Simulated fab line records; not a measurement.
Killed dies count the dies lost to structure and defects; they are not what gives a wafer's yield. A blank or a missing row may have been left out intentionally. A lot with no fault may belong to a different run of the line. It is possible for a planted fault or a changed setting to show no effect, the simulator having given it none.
fab line records	flow n5Finfet
record lots=8	wafers=24	lastDay=18
route steps=1938 shown FIN_SAQP@102 FIN_CUT@165 BEOL_M4@1111 PASSIVATION@1936
lots with no fault: from the same line, run without faults
startH: hours from the record's first day to the start of the lot's first wafer shown	waitH: hours elapsed since this lot's preceding step	" identical to the entry in the row above	L1.1+2: a row that stands for several wafers	- no value, or no start given	* or withheld: withheld	< > ~ a bound
route shown NAME@n: NAME is a module with steps in the file, n the number in the route of the first one	usual: average and standard deviation across the fault-free wafers	same: alike in all rows	chamber/n: place in a boat	sites: readings site by site	_std_site: their standard deviation	_edge_site: inner sites' mean taken away from outer sites' mean	radiusMm: for every site, how far away it sits from the centre of the wafer	mask NAME#n: copy n	behind: tool/chamber where the wafer was last shaped	hold: cause of the lot's hold/its duration in hours/its outcome	device: the transistor (n, p or np) that didn't switch	end of line: the same wafers' tests at the end of the route	a step without rows: its recipe alone	killed: dies that structure and defects cost at the first sort, which is not the same as the wafer's yield	map: per-die view of a wafer (x killed, . not killed, _ where there is no die)
set.NAME: the setting the step ran with; set.NAME@STEP: the setting that earlier step ran with	model.NAME: the simulator's own value behind a step, which no gauge read
steps of the route over a sample of lots; a table a step, a row a wafer
services: a tool's chamber out of use, with start hour (startH, from the record's first day; less than 0 if before it), hours out, and reason
## steps
# step N5_FIN_SAQP_HM_DEP_72
# recipe material=SiO2	targetThkA=120	tempC=400	precursor=SiH4/N2O	pressureTorr=0.75	rfW=275	timeS=7.2
# usual heaterPowerW=824/120	showerheadPlenumPTorr=8.08/0.14
lot.wafer	tool	chamber	startH	waitH	heaterPowerW	showerheadPlenumPTorr	sinceWetCleanH
L797.1	pecvd-04	1	39.23	0.0	847	8.03	186
L797.2	"	0	"	"	1004	8.11	562
L797.4	"	2	"	"	868	7.86	-
L799.1	pecvd-04	2	52.42	0.0	954	7.86	264
L799.3	"	0	"	"	1022	8.12	575
L799.5	"	1	"	"	837	8.01	-
L802.2	pecvd-01	0	70.34	0.0	733	8.05	955
L802.3	"	1	"	"	712	7.93	1680
L802.6	"	0	"	"	745	8.08	-
L804.1	pecvd-04	2	81.85	0.0	914	7.86	293
L804.2	"	0	"	"	996	8.14	604
L804.5	"	1	"	"	810	7.99	-
L811.4	pecvd-04	1	125.04	0.1	866	8.00	-
L811.5	"	2	"	"	946	7.84	-
L811.6	"	0	"	"	1042	8.11	-
L814.1	pecvd-01	0	143.49	0.0	776	8.08	1029
L814.3	"	2	"	"	857	8.23	275
L814.6	"	1	"	"	726	7.96	-
L816.1	pecvd-03	1	153.49	0.0	797	8.16	1945
L816.4	"	0	"	"	616	8.06	-
L816.5	"	1	"	"	812	8.19	-
L817.1	pecvd-03	0	158.55	0.0	617	8.03	1225
L817.4	"	0	"	"	633	8.06	-
L817.6	"	1	"	"	792	8.20	-
# step N5_FIN_SAQP_RECESS_63
# recipe chemistry=HF/NH3	target=SiO2	targetDepthA=180	afsCycles=3	tempC=30	sublimationTempC=180	sublimationTimeS=60
# usual drypumpMotorCurrentA=5.8/0.35	forelinePTorr=0.1279/0.00041
# same sublimationTimeS=60
lot.wafer	tool	chamber	startH	waitH	drypumpMotorCurrentA	forelinePTorr
L797.1	vaporEtch-02	0	44.79	0.1	6.3	0.1281
L797.2	"	1	"	"	6.0	0.1281
L797.4	"	1	"	"	6.0	0.1281
L799.1	vaporEtch-01	0	56.53	0.1	5.4	0.1280
L799.3	"	1	"	"	5.6	0.1286
L799.5	"	0	"	"	5.4	0.1278
L802.2	vaporEtch-02	0	73.25	0.1	6.3	0.1284
L802.3	"	1	"	"	6.0	0.1279
L802.6	"	0	"	"	6.3	0.1281
L804.1	vaporEtch-02	1	85.04	0.1	6.0	0.1280
L804.2	"	0	"	"	6.3	0.1282
L804.5	"	0	"	"	6.3	0.1278
L811.4	vaporEtch-01	0	128.20	0.2	5.4	0.1282
L811.5	"	1	"	"	5.6	0.1274
L811.6	"	0	"	"	5.4	0.1277
L814.1	vaporEtch-02	0	146.59	0.1	6.3	0.1278
L814.3	"	1	"	"	6.0	0.1281
L814.6	"	0	"	"	6.4	0.1280
L816.1	vaporEtch-01	1	156.53	0.1	5.6	0.1284
L816.4	"	0	"	"	5.4	0.1281
L816.5	"	1	"	"	5.6	0.1283
L817.1	vaporEtch-01	0	161.89	0.1	5.5	0.1276
L817.4	"	1	"	"	5.7	0.1286
L817.6	"	0	"	"	5.4	0.1275
# step N5_FIN_SAQP_ETCH_34
# recipe chemistry=C4F6/O2	target=SiO2	targetDepthA=450	timeS=15	ionEnergyEv=250	pressureMtorr=30	sourceW=345	biasW=185	Ar_flow_sccm=300	C4F6_flow_sccm=10	O2_flow_sccm=10	ends=cleared
# usual O2_flow_sccm=10.00/0.032	biasW=185.0/0.55	chamberPressureMTorr=30.002/0.027	drypumpMotorCurrentA=5.7/0.47	etchRfOnTimeS=15.13/0.22	oes_f_703_au=0.75/0.044	oesProductAu=0.64/0.041	rfVppV=662/9.6	showerheadPlenumPTorr=2.81/0.1	throttleValvePct=21.13/0.19
lot.wafer	tool	chamber	startH	waitH	O2_flow_sccm	biasW	chamberPressureMTorr	drypumpMotorCurrentA	etchRfOnTimeS	oes_f_703_au	oesProductAu	rfHoursCounterH	rfVppV	showerheadPlenumPTorr	throttleValvePct
L797.1	rieDiel-05	0	50.62	0.0	9.96	185.1	29.974	5.3	15.27	0.79	0.68	107	657	2.65	21.26
L797.2	"	2	"	"	10.02	184.0	29.986	5.4	15.40	0.72	0.61	195	678	2.73	21.10
L797.4	"	3	"	"	10.05	185.9	29.985	5.2	15.07	0.77	0.65	154	650	2.86	21.12
L799.1	rieDiel-06	0	59.28	0.0	9.93	184.9	30.012	6.0	15.38	0.79	0.68	103	660	2.97	20.99
L799.3	"	3	"	"	10.02	185.4	29.970	5.7	15.24	0.80	0.70	93	682	2.99	21.06
L799.5	"	1	"	"	9.98	184.9	30.008	5.8	14.88	0.76	0.64	-	665	2.84	21.42
L802.2	rieDiel-01	1	74.64	0.0	9.97	185.3	29.962	6.1	15.25	0.75	0.64	156	646	2.84	21.19
L802.3	"	0	"	"	9.95	185.2	30.015	5.5	15.15	0.83	0.72	42	662	2.89	20.80
L802.6	"	2	"	"	9.97	184.6	30.000	6.4	14.92	0.72	0.60	-	666	2.93	20.96
L804.1	rieDiel-06	1	86.44	0.0	10.04	185.4	29.944	5.8	14.91	0.75	0.63	205	667	2.84	21.44
L804.2	"	2	"	"	10.05	184.9	30.019	5.6	14.82	0.75	0.62	183	668	2.70	20.99
L804.5	"	1	"	"	10.00	184.5	29.961	5.7	14.92	0.75	0.63	-	667	2.84	21.43
L811.4	rieDiel-01	1	129.60	0.0	10.07	184.7	30.055	6.1	15.45	0.73	0.62	177	648	2.83	21.23
L811.5	"	2	"	"	9.98	184.7	29.997	6.4	14.80	0.71	0.60	-	666	2.92	21.00
L811.6	"	1	"	"	10.01	185.5	29.962	6.1	15.40	0.73	0.61	-	647	2.83	21.21
L814.1	rieDiel-05	2	148.57	0.0	9.96	185.3	29.995	5.4	15.33	0.69	0.59	230	678	2.72	21.16
L814.3	"	3	"	"	10.01	185.7	29.967	5.1	15.22	0.73	0.62	192	650	2.84	21.17
L814.6	"	2	"	"	9.99	184.5	29.983	5.4	15.28	0.69	0.59	-	676	2.72	21.18
L816.1	rieDiel-05	2	158.14	0.0	9.95	184.8	29.958	5.4	15.25	0.69	0.59	234	676	2.71	21.17
L816.4	"	3	"	"	10.06	184.6	30.020	5.1	15.09	0.72	0.62	196	652	2.84	21.18
L816.5	"	3	"	"	10.01	185.1	30.006	5.1	15.02	0.72	0.62	-	651	2.84	21.16
L817.1	rieDiel-06	2	163.44	0.0	10.03	184.8	30.047	5.6	14.86	0.73	0.61	205	667	2.70	21.00
L817.4	"	1	"	"	10.01	184.1	30.040	5.7	14.78	0.73	0.61	-	668	2.83	21.48
L817.6	"	2	"	"	9.99	185.1	30.006	5.6	14.76	0.73	0.61	-	667	2.70	21.01
# step N5_FIN_SAQP_HM_CD_35
# recipe targetCdNm=8	polarity=line
# usual cdNm=8.13/0.24
lot.wafer	tool	chamber	startH	waitH	cdNm
L797.1	cdSem-01	-	50.77	0.1	8.59
L797.2	"	-	"	"	8.17
L797.4	"	-	"	"	8.26
L799.1	cdSem-03	-	59.42	0.1	8.04
L799.3	"	-	"	"	8.16
L799.5	"	-	"	"	7.89
L802.2	cdSem-02	-	74.79	0.1	8.03
L802.3	"	-	"	"	7.77
L802.6	"	-	"	"	8.41
L804.1	cdSem-01	-	86.59	0.1	8.09
L804.2	"	-	"	"	8.35
L804.5	"	-	"	"	7.62
L811.4	cdSem-03	-	129.76	0.1	8.25
L811.5	"	-	"	"	8.18
L811.6	"	-	"	"	8.59
L814.1	cdSem-03	-	148.71	0.1	8.28
L814.3	"	-	"	"	8.06
L814.6	"	-	"	"	8.50
L816.1	cdSem-02	-	158.29	0.1	8.56
L816.4	"	-	"	"	8.12
L816.5	"	-	"	"	7.92
L817.1	cdSem-01	-	163.59	0.1	7.87
L817.4	"	-	"	"	7.63
L817.6	"	-	"	"	8.24
# step N5_FIN_SAQP_INSPECT_40
# recipe inspectInstrument=brightfield	mode=aei
# usual rawDefectCount=233/72
lot.wafer	tool	chamber	startH	waitH	rawDefectCount
L797.1	defectInspect-02	-	51.09	0.0	380
L797.2	"	-	"	"	205
L797.4	"	-	"	"	340
L799.1	defectInspect-01	-	59.74	0.0	191
L799.3	"	-	"	"	285
L799.5	"	-	"	"	258
L802.2	defectInspect-01	-	75.10	0.0	198
L802.3	"	-	"	"	187
L802.6	"	-	"	"	143
L804.1	defectInspect-01	-	86.91	0.0	168
L804.2	"	-	"	"	192
L804.5	"	-	"	"	186
L811.4	defectInspect-01	-	130.07	0.0	191
L811.5	"	-	"	"	464
L811.6	"	-	"	"	154
L814.1	defectInspect-01	-	149.03	0.0	303
L814.3	"	-	"	"	174
L814.6	"	-	"	"	218
L816.1	defectInspect-02	-	158.61	0.0	286
L816.4	"	-	"	"	285
L816.5	"	-	"	"	223
L817.1	defectInspect-02	-	163.92	0.0	269
L817.4	"	-	"	"	259
L817.6	"	-	"	"	239
# step N5_FIN_CUT_INSPECT_10
# recipe mode=adi	inspectInstrument=brightfield
# usual rawDefectCount=43/13
lot.wafer	tool	chamber	startH	waitH	rawDefectCount
L797.1	defectInspect-02	-	51.61	0.1	60
L797.2	"	-	"	"	40
L797.4	"	-	"	"	72
L799.1	defectInspect-01	-	60.14	0.1	38
L799.3	"	-	"	"	43
L799.5	"	-	"	"	28
L802.2	defectInspect-01	-	75.50	0.0	38
L802.3	"	-	"	"	36
L802.6	"	-	"	"	25
L804.1	defectInspect-01	-	87.42	0.1	41
L804.2	"	-	"	"	32
L804.5	"	-	"	"	31
L811.4	defectInspect-02	-	130.59	0.0	43
L811.5	"	-	"	"	318
L811.6	"	-	"	"	38
L814.1	defectInspect-02	-	149.42	0.1	62
L814.3	"	-	"	"	45
L814.6	"	-	"	"	52
L816.1	defectInspect-02	-	159.12	0.1	38
L816.4	"	-	"	"	59
L816.5	"	-	"	"	40
L817.1	defectInspect-01	-	164.44	0.1	44
L817.4	"	-	"	"	41
L817.6	"	-	"	"	33
# step N5_FIN_CUT_INSPECT_17
# recipe inspectInstrument=brightfield	mode=aei
# usual rawDefectCount=234/68
lot.wafer	tool	chamber	startH	waitH	rawDefectCount
L797.1	defectInspect-02	-	52.56	0.0	385
L797.2	"	-	"	"	223
L797.4	"	-	"	"	343
L799.1	defectInspect-02	-	61.11	0.0	252
L799.3	"	-	"	"	364
L799.5	"	-	"	"	311
L802.2	defectInspect-02	-	76.92	0.0	243
L802.3	"	-	"	"	222
L802.6	"	-	"	"	172
L804.1	defectInspect-01	-	88.38	0.0	170
L804.2	"	-	"	"	201
L804.5	"	-	"	"	191
L811.4	defectInspect-02	-	131.53	0.0	233
L811.5	"	-	"	"	514
L811.6	"	-	"	"	187
L814.1	defectInspect-02	-	150.72	0.0	391
L814.3	"	-	"	"	211
L814.6	"	-	"	"	260
L816.1	defectInspect-01	-	160.43	0.0	252
L816.4	"	-	"	"	240
L816.5	"	-	"	"	181
L817.1	defectInspect-01	-	165.39	0.0	244
L817.4	"	-	"	"	219
L817.6	"	-	"	"	226
# step N5_BEOL_M4_RC_MEAS_101
# usual DIBL_N=35.9/1.4	DIBL_P=35.9/1.7	IOFF_N=0.160/0.026	IOFF_P=0.21/0.036	ION_N=672/11	ION_P=461/8.1	SS_N=71.4/0.54	SS_P=73.2/0.67	VT_N=249.3/2.7	VT_P=-250/3.9
lot.wafer	tool	chamber	startH	waitH	DIBL_N[mV/V]	DIBL_P[mV/V]	IOFF_N[nA/um]	IOFF_P[nA/um]	ION_N[uA/um]	ION_P[uA/um]	SS_N[mV/dec]	SS_P[mV/dec]	VT_N[mV]	VT_P[mV]
L797.1	prober-02	0	196.80	0.0	36.3	36.2	0.161	0.22	674	462	71.1	74.1	249.6	-247
L797.2	"	0	"	"	38.0	39.1	0.208	0.28	682	465	72.0	73.7	246.3	-248
L797.4	"	0	"	"	36.7	35.7	0.169	0.21	674	454	71.8	73.2	250.4	-247
L799.1	prober-01	0	206.52	0.0	37.4	35.6	0.178	0.20	674	456	71.8	73.3	247.8	-255
L799.3	"	0	"	"	37.1	36.0	0.178	0.21	686	458	71.6	73.6	249.2	-253
L799.5	"	0	"	"	35.0	33.4	0.136	0.16	664	448	71.7	72.4	253.0	-255
L802.2	prober-02	0	222.69	0.2	36.4	37.4	0.167	0.19	688	457	70.5	74.0	249.1	-254
L802.3	"	0	"	"	34.8	35.2	0.132	0.16	673	456	71.3	73.0	249.8	-256
L802.6	"	0	"	"	36.5	36.9	0.172	0.20	679	463	70.6	73.3	248.2	-251
L804.1	prober-02	0	230.17	0.0	35.7	35.9	0.157	0.21	667	456	71.3	73.0	250.1	-247
L804.2	"	0	"	"	34.4	34.8	0.137	0.20	666	463	70.3	73.0	248.8	-248
L804.5	"	0	"	"	33.6	33.0	0.122	0.17	648	452	71.2	71.8	253.3	-251
L811.4	prober-02	0	261.40	0.5	37.7	38.0	0.194	0.29	690	478	71.5	73.4	245.4	-244
L811.5	"	0	"	"	38.6	38.5	0.223	0.30	675	467	71.7	74.1	243.9	-244
L811.6	"	0	"	"	36.4	36.7	0.178	0.26	681	474	71.2	72.9	244.9	-244
L814.1	prober-02	0	309.35	0.0	36.1	34.4	0.142	0.15	664	450	70.9	72.8	249.5	-258
L814.3	"	0	"	"	37.1	36.0	0.142	0.17	643	441	71.9	73.1	253.3	-254
L814.6	"	0	"	"	37.0	36.6	0.158	0.18	674	450	71.8	73.2	248.2	-255
L816.1	prober-01	0	309.69	0.0	36.2	37.0	0.186	0.23	670	458	72.1	73.9	245.1	-248
L816.4	"	0	"	"	35.4	37.1	0.171	0.22	690	465	71.6	74.4	248.0	-250
L816.5	"	0	"	"	34.2	34.5	0.136	0.18	660	451	71.1	72.8	251.7	-253
L817.1	prober-02	0	316.26	0.0	36.1	36.2	0.149	0.18	665	456	71.0	72.9	252.6	-253
L817.4	"	0	"	"	35.0	35.4	0.136	0.17	678	459	70.9	73.7	253.1	-255
L817.6	"	0	"	"	38.2	39.4	0.190	0.24	675	462	71.5	74.2	249.5	-248
# step N5_PASSIVATION_PROBE_49
# usual defectLimitedYield=90.9/1.5	killed_at_M0_to_M3=35/10	killed_at_M4_up=14/5.2	killedAtContacts=13/7.3	killedAtFrontEnd=42/12	killedAtOther=3.4/2.5	killedDies=108/18	killedOpen=70/13	killedShort=35/8	sort_bin_5_function=5.4/1	sort_bin_6_memory=3.4/0.71	sort_bin_8_speed=0.00/0.0099	sortNPass=1072/18	sortYieldPct=90.9/1.5
# same grossDies=1180	killedAtBackSide=0	sort_bin_4_leakage[%]=0
lot.wafer	tool	chamber	startH	waitH	defectLimitedYield[%]	killed_at_M0_to_M3	killed_at_M4_up	killedAtContacts	killedAtFrontEnd	killedAtOther	killedDies	killedOpen	killedShort	sort_bin_5_function[%]	sort_bin_6_memory[%]	sort_bin_8_speed[%]	sortNPass	sortYieldPct[%]
L797.1	prober-02	-	294.98	0.0	91.2	61	15	7	21	0	104	62	40	5.2	3.3	0	1076	91.2
L797.2	prober-02	-	295.03	0.1	91.6	35	11	11	37	5	99	57	37	5.3	2.5	0	1081	91.6
L797.4	prober-02	-	295.13	0.2	93.2	23	18	3	36	0	80	61	15	4.1	2.6	0	1100	93.2
L799.1	prober-02	-	303.40	0.0	92.1	29	11	19	31	3	93	57	34	4.2	3.5	0	1087	92.1
L799.3	prober-02	-	303.50	0.1	92.0	22	22	9	37	4	94	54	36	5.4	2.2	0	1086	92.0
L799.5	prober-02	-	303.60	0.2	90.6	24	16	22	45	4	111	82	26	5.3	3.9	0	1069	90.6
L802.2	prober-02	-	325.42	0.1	91.4	42	11	16	31	2	102	57	44	4.9	3.5	0	1078	91.4
L802.3	prober-02	-	325.47	0.1	87.8	58	22	26	34	4	144	93	47	7.9	4.2	0	1036	87.8
L802.6	prober-02	-	325.62	0.3	90.3	42	8	11	46	8	115	66	49	6.1	3.2	0	1065	90.3
L804.1	prober-01	-	338.34	0.0	89.5	47	23	16	32	6	124	88	36	6.4	3.7	0	1056	89.5
L804.2	prober-01	-	338.39	0.1	90.8	44	13	11	39	2	109	69	39	5.5	3.5	0	1071	90.8
L804.5	prober-01	-	338.54	0.2	88.1	39	25	18	58	0	140	101	38	7.2	4.5	0	1040	88.1
L811.4	prober-02	-	367.17	0.2	91.4	31	10	18	42	0	101	63	36	4.8	3.6	0	1079	91.4
L811.5	prober-02	-	367.22	0.2	83.4	50	16	5	125	0	196	58	43	11.1	3.6	0	984	83.4
L811.6	prober-02	-	367.27	0.3	91.5	32	17	8	39	4	100	73	26	5.2	3.1	0	1080	91.5
L816.1	prober-01	-	417.87	0.0	91.9	27	10	7	49	2	95	57	36	4.7	3.0	0	1085	91.9
L816.4	prober-01	-	418.02	0.2	92.3	33	11	6	29	12	91	51	39	4.6	2.8	0	1089	92.3
L816.5	prober-01	-	418.07	0.2	89.7	35	11	22	47	6	121	85	36	6.2	3.6	0	1059	89.7
L814.1	prober-01	-	425.81	0.0	88.6	41	23	13	55	2	134	85	45	5.6	5.1	0	1046	88.6
L814.3	prober-01	-	425.91	0.1	88.1	55	18	9	57	1	140	103	34	7.6	3.9	0	1040	88.1
L814.6	prober-01	-	426.06	0.3	87.5	38	18	12	78	1	147	90	55	7.5	4.7	0	1033	87.5
L817.1	prober-02	-	429.93	0.0	91.4	33	6	12	47	3	101	70	31	4.9	3.1	0	1079	91.4
L817.4	prober-02	-	430.08	0.2	90.6	34	12	22	42	1	111	72	37	5.2	4.0	0.08	1069	90.6
L817.6	prober-02	-	430.18	0.3	88.5	36	17	42	36	5	136	94	41	7.5	3.8	0	1044	88.5
# killed by level:class
L797.1 BEOL_M0_SAQP:geometricParticle:short=21 BEOL_M0_SAQP:geometricParticle:open=17 BEOL_M2:geometricParticle:open=11 MOL_CONTACT_COAG:geometricParticle:open=7 GATE_CUT:geometricParticle:open=5 BEOL_M4:geometricParticle:open=5 FIN_SAQP:geometricParticle:short=4 BEOL_M2:geometricParticle:short=4
L797.2 BEOL_M0_SAQP:geometricParticle:short=13 BEOL_M0_SAQP:geometricParticle:open=9 MOL_CONTACT_COAG:geometricParticle:open=8 FIN_SAQP:geometricParticle:open=7 FIN_SAQP:geometricParticle:short=6 GATE_CUT:geometricParticle:open=5 GATE_CUT:geometricParticle:short=5 STI_FIN_REVEAL:geometricParticle:open=4
L797.4 FIN_SAQP:geometricParticle:open=11 BEOL_M0_SAQP:geometricParticle:open=8 BEOL_M4:geometricParticle:open=8 STI_FIN_REVEAL:geometricParticle:open=5 BEOL_M2:geometricParticle:open=5 STARTING-WAFER:geometricParticle:open=5 FIN_SAQP:geometricParticle:short=4 DUMMY_GATE:geometricParticle:open=4
L799.1 MOL_CONTACT_COAG:geometricParticle:open=16 FIN_SAQP:geometricParticle:open=9 BEOL_M0_SAQP:geometricParticle:short=9 FIN_SAQP:geometricParticle:short=7 STI_FIN_REVEAL:geometricParticle:open=5 BEOL_M2:geometricParticle:open=5 GATE_CUT:geometricParticle:short=4 BEOL_M0_SAQP:geometricParticle:open=4
L799.3 STI_FIN_REVEAL:geometricParticle:open=12 BEOL_M0_SAQP:geometricParticle:short=8 BEOL_M4:geometricParticle:open=6 BEOL_M5:geometricParticle:short=6 MOL_CONTACT_COAG:geometricParticle:open=6 BEOL_M0_SAQP:geometricParticle:open=6 FIN_SAQP:geometricParticle:open=4 FIN_SAQP:geometricParticle:short=4
L799.5 MOL_CONTACT_COAG:geometricParticle:open=20 FIN_SAQP:geometricParticle:open=15 STI_FIN_REVEAL:geometricParticle:open=13 BEOL_M0_SAQP:geometricParticle:open=9 FIN_SAQP:geometricParticle:short=5 BEOL_M0_SAQP:geometricParticle:short=4 BEOL_M1:geometricParticle:short=4 BEOL_M5:geometricParticle:open=4
L802.2 FIN_SAQP:geometricParticle:short=17 MOL_CONTACT_COAG:geometricParticle:open=12 BEOL_M0_SAQP:geometricParticle:open=12 BEOL_M0_SAQP:geometricParticle:short=9 FIN_SAQP:geometricParticle:open=7 BEOL_M1:geometricParticle:open=6 BEOL_M4:geometricParticle:open=6 BEOL_M2:geometricParticle:open=5
L802.3 MOL_CONTACT_COAG:geometricParticle:open=19 FIN_SAQP:geometricParticle:short=13 BEOL_M1:geometricParticle:open=13 BEOL_M4:geometricParticle:open=10 BEOL_M0_SAQP:geometricParticle:short=9 BEOL_M0_SAQP:geometricParticle:open=8 BEOL_M3:geometricParticle:open=8 MOL_CONTACT_COAG:geometricParticle:short=7
L802.6 FIN_SAQP:geometricParticle:short=14 FIN_SAQP:geometricParticle:open=11 BEOL_M0_SAQP:geometricParticle:short=11 BEOL_M3:geometricParticle:open=10 MOL_CONTACT_COAG:geometricParticle:open=8 BEOL_M0_SAQP:geometricParticle:open=6 BEOL_M1:geometricParticle:open=5 BEOL_M5:geometricParticle:open=4
L804.1 FIN_SAQP:geometricParticle:open=13 MOL_CONTACT_COAG:geometricParticle:open=13 BEOL_M2:geometricParticle:short=9 BEOL_M5:geometricParticle:open=8 BEOL_M0_SAQP:geometricParticle:open=8 BEOL_M2:geometricParticle:open=8 BEOL_M1:geometricParticle:open=7 BEOL_M0_SAQP:geometricParticle:short=7
L804.2 FIN_SAQP:geometricParticle:open=12 MOL_CONTACT_COAG:geometricParticle:open=9 BEOL_M3:geometricParticle:open=8 FIN_SAQP:geometricParticle:short=6 BEOL_M0_SAQP:geometricParticle:open=6 BEOL_M0_SAQP:geometricParticle:short=6 BEOL_M3:geometricParticle:short=6 BEOL_M4:geometricParticle:open=6
L804.5 FIN_SAQP:geometricParticle:open=23 FIN_SAQP:geometricParticle:short=15 BEOL_M4:geometricParticle:open=14 MOL_CONTACT_COAG:geometricParticle:open=14 BEOL_M2:geometricParticle:open=9 BEOL_M3:geometricParticle:open=9 BEOL_M0_SAQP:geometricParticle:short=8 STI_FIN_REVEAL:geometricParticle:open=7
L811.4 FIN_SAQP:geometricParticle:open=15 MOL_CONTACT_COAG:geometricParticle:open=13 BEOL_M0_SAQP:geometricParticle:short=8 BEOL_M0_SAQP:geometricParticle:open=8 FIN_SAQP:geometricParticle:short=5 DUMMY_GATE:geometricParticle:open=5 MOL_CONTACT_COAG:geometricParticle:short=5 BEOL_M2:geometricParticle:short=5
L811.5 FIN_SAQP:unspecified=92 BEOL_M0_SAQP:geometricParticle:open=12 BEOL_M0_SAQP:geometricParticle:short=10 FIN_SAQP:geometricParticle:short=8 BEOL_M0:geometricParticle:open=7 BEOL_M2:geometricParticle:open=7 DUMMY_GATE:geometricParticle:open=6 DUMMY_GATE:geometricParticle:short=5
L811.6 FIN_SAQP:geometricParticle:open=15 BEOL_M2:geometricParticle:open=9 BEOL_M4:geometricParticle:open=7 MOL_CONTACT_COAG:geometricParticle:open=6 BEOL_M0:geometricParticle:open=6 STARTING-WAFER:geometricParticle:open=6 FIN_SAQP:geometricParticle:short=5 BEOL_M0_SAQP:geometricParticle:short=5
L816.1 FIN_SAQP:geometricParticle:open=17 FIN_SAQP:geometricParticle:short=13 BEOL_M0_SAQP:geometricParticle:short=6 MOL_CONTACT_COAG:geometricParticle:open=6 BEOL_M2:geometricParticle:open=5 BEOL_M4:geometricParticle:open=5 GATE_CUT:geometricParticle:short=4 BEOL_M0_SAQP:geometricParticle:open=4
L816.4 FIN_SAQP:geometricParticle:short=10 BEOL_M2:geometricParticle:open=7 BEOL_M0:geometricParticle:open=6 FIN_SAQP:geometricParticle:open=5 MOL_CONTACT_COAG:geometricParticle:open=5 BEOL_M0_SAQP:geometricParticle:short=5 BEOL_M0_SAQP:geometricParticle:open=4 BEOL_M4:geometricParticle:open=4
L816.5 FIN_SAQP:geometricParticle:open=17 MOL_CONTACT_COAG:geometricParticle:open=15 FIN_SAQP:geometricParticle:short=13 STI_FIN_REVEAL:geometricParticle:open=9 BEOL_M2:geometricParticle:open=9 BEOL_M0_SAQP:geometricParticle:open=8 MOL_CONTACT_COAG:geometricParticle:short=7 BEOL_M4:geometricParticle:open=7
L814.1 FIN_SAQP:geometricParticle:short=11 FIN_SAQP:geometricParticle:open=11 MOL_CONTACT_COAG:geometricParticle:open=11 STI_FIN_REVEAL:geometricParticle:open=10 BEOL_M4:geometricParticle:open=10 GATE_CUT:geometricParticle:short=8 BEOL_M2:geometricParticle:open=7 BEOL_M0_SAQP:geometricParticle:open=6
L814.3 BEOL_M2:geometricParticle:open=20 STI_FIN_REVEAL:geometricParticle:open=18 FIN_SAQP:geometricParticle:open=10 BEOL_M4:geometricParticle:open=10 BEOL_M0:geometricParticle:open=7 MOL_CONTACT_COAG:geometricParticle:open=7 BEOL_M3:geometricParticle:open=6 GATE_CUT:geometricParticle:short=6
L814.6 STI_FIN_REVEAL:geometricParticle:open=20 FIN_SAQP:geometricParticle:open=14 GATE_CUT:geometricParticle:short=14 BEOL_M2:geometricParticle:open=9 BEOL_M4:geometricParticle:open=9 FIN_SAQP:geometricParticle:short=8 MOL_CONTACT_COAG:geometricParticle:open=8 BEOL_M0_SAQP:geometricParticle:short=7
L817.1 STI_FIN_REVEAL:geometricParticle:open=16 BEOL_M0_SAQP:geometricParticle:open=11 BEOL_M0_SAQP:geometricParticle:short=11 MOL_CONTACT_COAG:geometricParticle:open=10 FIN_SAQP:geometricParticle:open=9 BEOL_M3:geometricParticle:open=5 STARTING-WAFER:geometricParticle:open=4 FIN_SAQP:geometricParticle:short=3
L817.4 MOL_CONTACT_COAG:geometricParticle:open=21 FIN_SAQP:geometricParticle:open=10 STI_FIN_REVEAL:geometricParticle:open=10 BEOL_M0_SAQP:geometricParticle:short=9 BEOL_M0:geometricParticle:open=7 BEOL_M0_SAQP:geometricParticle:open=4 STARTING-WAFER:geometricParticle:short=4 FIN_SAQP:geometricParticle:short=3
L817.6 MOL_CONTACT_COAG:geometricParticle:open=38 STI_FIN_REVEAL:geometricParticle:open=13 BEOL_M0_SAQP:geometricParticle:short=11 BEOL_M0_SAQP:geometricParticle:open=8 FIN_SAQP:geometricParticle:open=6 BEOL_M2:geometricParticle:open=5 BEOL_M4:geometricParticle:open=5 FIN_SAQP:geometricParticle:short=4
## services
tool	chamber	startH	hours	kind
rieDiel-05	1	35.97	1.5	repair
rieDiel-01	-	38.30	0.8	repair
rieDiel-01	-	39.22	13.9	repair
pecvd-03	2	51.19	5.5	scheduledDown
pecvd-03	-	67.11	1.6	repair
pecvd-03	-	97.71	5.5	pm
pecvd-04	1	112.47	2.1	scheduledDown
rieDiel-06	2	130.51	8.3	repair
pecvd-03	2	138.28	2.1	scheduledDown
rieDiel-05	1	139.24	-	clean
rieDiel-05	1	139.24	-	consumableReplace:focusRing
rieDiel-05	1	139.24	-	consumableReplace:showerhead
rieDiel-05	1	139.24	12.1	scheduledDown
rieDiel-05	1	139.24	12.1	ventCycle
rieDiel-06	3	159.99	6.8	repair
## key
firstSign step=N5_FIN_SAQP_INSPECT_40	reading=rawDefectCount	direction=up	sigmas=3.2	usual=233	struck=464
effect step=N5_FIN_CUT_INSPECT_10	reading=rawDefectCount	direction=up	sigmas=21	usual=43	struck=318
effect step=N5_FIN_CUT_INSPECT_17	reading=rawDefectCount	direction=up	sigmas=4.1	usual=234	struck=514
effect step=N5_PASSIVATION_PROBE_49	reading=killedAtFrontEnd	direction=up	sigmas=7.1	usual=42	struck=125
moreKillsBornAt N5_FIN_SAQP_HM_DEP_72@pecvd-04=92
metAt N5_FIN_SAQP_HM_DEP_72
struckLots L811
struckWafers L811.5
notActingAt N5_FIN_SAQP_RECESS_63,N5_FIN_SAQP_ETCH_34,N5_FIN_SAQP_HM_CD_35
onsetBetween 81.85 125.04
fault kind=chamberParticleSource	tool=pecvd-04	chamber=2	onsetH=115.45	steps=N5_FIN_SAQP_HM_DEP_72	ratePerVisitCm2=0.4571	endH=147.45
